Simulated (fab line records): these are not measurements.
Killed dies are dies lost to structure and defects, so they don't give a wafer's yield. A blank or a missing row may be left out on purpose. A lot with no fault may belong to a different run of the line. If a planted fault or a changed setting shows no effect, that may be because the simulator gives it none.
Lot-split experiment + flow n5-finfet + on a route of 1938 steps: 7 lots, 21 wafers read

SPLIT DETAILS
At N5_BEOL_M2_COAT_22 (resist thk 30 nm), the setting spin-rpm was moved away from the recipe's 1500 rpm on 6 of the 21 wafers read, by -6.5% to +3.9%. This setting was run at the recipe's value on the other wafers.

FROM THE SPLIT TO THE READING: what the file shows between them, 6 steps
- N5_BEOL_M2_EBR_24
- N5_BEOL_M2_SOFTBAKE_23: time 60 s
- N5_BEOL_M2_EXPOSE_25: exposes mask V1, defocus 5 nm
- N5_BEOL_M2_PEB_26: peb time 60 s
- N5_BEOL_M2_DEVELOP_27: develop time 30 s
- N5_BEOL_M2_ALD_98: deposits SiO2, target thk 2.5 nm, pulse time 1 s, co reactant pulse time 1 s (also split here: ald-cycles)

THE READING
CAR-EUV_of_BEOL_M2_COAT_22.thk-nm (the simulator's own value, which no gauge read), in nm, at N5_BEOL_M2_ETCHBACK_99 (etches SiO2 in CHF3, target depth 5 nm, time 10.4 s). No usual value for it is given in the file. Here, 15 wafers ran the recipe; their average is 10.4 nm with a standard deviation of 0.11 nm.

| wafer  | tool, chamber at the split | spin-rpm as run, rpm | against the recipe | CAR-EUV_of_BEOL_M2_COAT_22.thk-nm, nm | against lot-mates on the recipe |
|--------|----------------------------|----------------------|--------------------|---------------------------------------|---------------------------------|
| L078.4 | litho-track-03, 0          | 1545                 | +3.0%              | 10                                    | -0.5                            |
| L078.5 | litho-track-03, 0          | 1500                 | recipe             | 10.6                                  | -                               |
| L078.6 | litho-track-03, 0          | 1500                 | recipe             | 10.4                                  | -                               |
| L082.1 | litho-track-01, 0          | 1500                 | recipe             | 10.2                                  | -                               |
| L082.3 | litho-track-01, 0          | 1500                 | recipe             | 10.4                                  | -                               |
| L082.4 | litho-track-01, 0          | 1559                 | +3.9%              | 9.8                                   | -0.5                            |
| L083.1 | litho-track-03, 0          | 1500                 | recipe             | 10.4                                  | -                               |
| L083.4 | litho-track-03, 0          | 1500                 | recipe             | 10.4                                  | -                               |
| L083.5 | litho-track-03, 0          | 1500                 | recipe             | 10.4                                  | -                               |
| L086.2 | litho-track-01, 0          | 1500                 | recipe             | 10.6                                  | -                               |
| L086.5 | litho-track-01, 0          | 1500                 | recipe             | 10.4                                  | -                               |
| L086.6 | litho-track-01, 0          | 1500                 | recipe             | 10.4                                  | -                               |
| L091.4 | litho-track-03, 0          | 1419                 | -5.4%              | 11.2                                  | +1.0                            |
| L091.5 | litho-track-03, 0          | 1500                 | recipe             | 10.2                                  | -                               |
| L091.6 | litho-track-03, 0          | 1500                 | recipe             | 10.2                                  | -                               |
| L095.2 | litho-track-05, 0          | 1500                 | recipe             | 10.4                                  | -                               |
| L095.6 | litho-track-05, 0          | 1500                 | recipe             | 10.4                                  | -                               |
| L095.3 | litho-track-05, 0          | 1418                 | -5.5%              | 11.4                                  | +1.0                            |
| L097.1 | litho-track-05, 0          | 1403                 | -6.5%              | 11.4                                  | +1.0                            |
| L097.2 | litho-track-05, 0          | 1403                 | -6.5%              | 11.4                                  | +1.0                            |
| L097.6 | litho-track-05, 0          | 1500                 | recipe             | 10.4                                  | -                               |

THE FIT
A straight line over all 21 wafers: CAR-EUV_of_BEOL_M2_COAT_22.thk-nm changes by -0.157 nm for each +1% of spin-rpm; r = -0.97; the points scatter about the line by 0.11 nm.
The same after taking each lot's own level away (the mean of its wafers on the recipe; 21 wafers): -0.162 nm for each +1%; r = -0.99; scatter 0.078 nm.
According to that fit, moving spin-rpm by its largest amount changes the reading by 1 nm.
The span of the lots' own levels, 10.20 to 10.50 nm, comes to 2.6 times the standard deviation stated above.
The two slopes are in agreement: the lot-to-lot level therefore moves the slope only a little.
Check: with one of the wafers moved furthest among these (-6.5%) left out of the fit, the line predicts +1.08 nm for it against its lot-mates. Against them it came out at +1 nm.

THE OTHER SPLITS THESE WAFERS WENT THROUGH
Before the reading, these wafers also passed through other splits. Each is held against what the fit with the lots' levels taken away leaves over:
| other split on the same wafers   | wafers away from the commonest value | r with CAR-EUV_of_BEOL_M2_COAT_22.thk-nm (lot level and that fit taken away) |
|----------------------------------|--------------------------------------|------------------------------------------------------------------------------|
| N5_BEOL_M0_SAQP_COAT_08 spin-rpm | 9                                    | -0.08                                                                        |
| N5_BEOL_M0_SAQP_COAT_34 spin-rpm | 7                                    | +0.10                                                                        |
| N5_BEOL_M0_SAQP_ETCH_88 source-w | 6                                    | -0.11                                                                        |
| N5_BEOL_M0_SPUTTER_116 time-s    | 7                                    | -0.09                                                                        |
| N5_BEOL_M1_EXPOSE_25 dose-mj     | 6                                    | -0.13                                                                        |
| N5_BEOL_M2_ALD_98 ald-cycles     | 4                                    | +0.20                                                                        |

THE WHOLE CHAIN: every reading that the file lists as answering this split, in the file's order
| step                   | what it does                                        | reading                                                                            | change (the file's fit)               | r (the file's) |
|------------------------|-----------------------------------------------------|------------------------------------------------------------------------------------|---------------------------------------|----------------|
| N5_BEOL_M2_COAT_22     | resist thk 30 nm                                    | CAR-EUV_of_BEOL_M2_COAT_22.thk-nm (the simulator's own value, which no gauge read) | -0.15 nm for each +1% of the setting  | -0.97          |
| N5_BEOL_M2_DEVELOP_27  | develop time 30 s                                   | CAR-EUV_of_BEOL_M2_COAT_22.thk-nm (the simulator's own value, which no gauge read) | -0.157 nm for each +1% of the setting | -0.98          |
| N5_BEOL_M2_ETCHBACK_99 | etches SiO2 in CHF3, target depth 5 nm, time 10.4 s | CAR-EUV_of_BEOL_M2_COAT_22.thk-nm (the simulator's own value, which no gauge read) | -0.166 nm for each +1% of the setting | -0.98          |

FILE'S OWN FIT
CAR-EUV_of_BEOL_M2_COAT_22.thk-nm changes by -0.166 nm for each +1% of spin-rpm, r = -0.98.
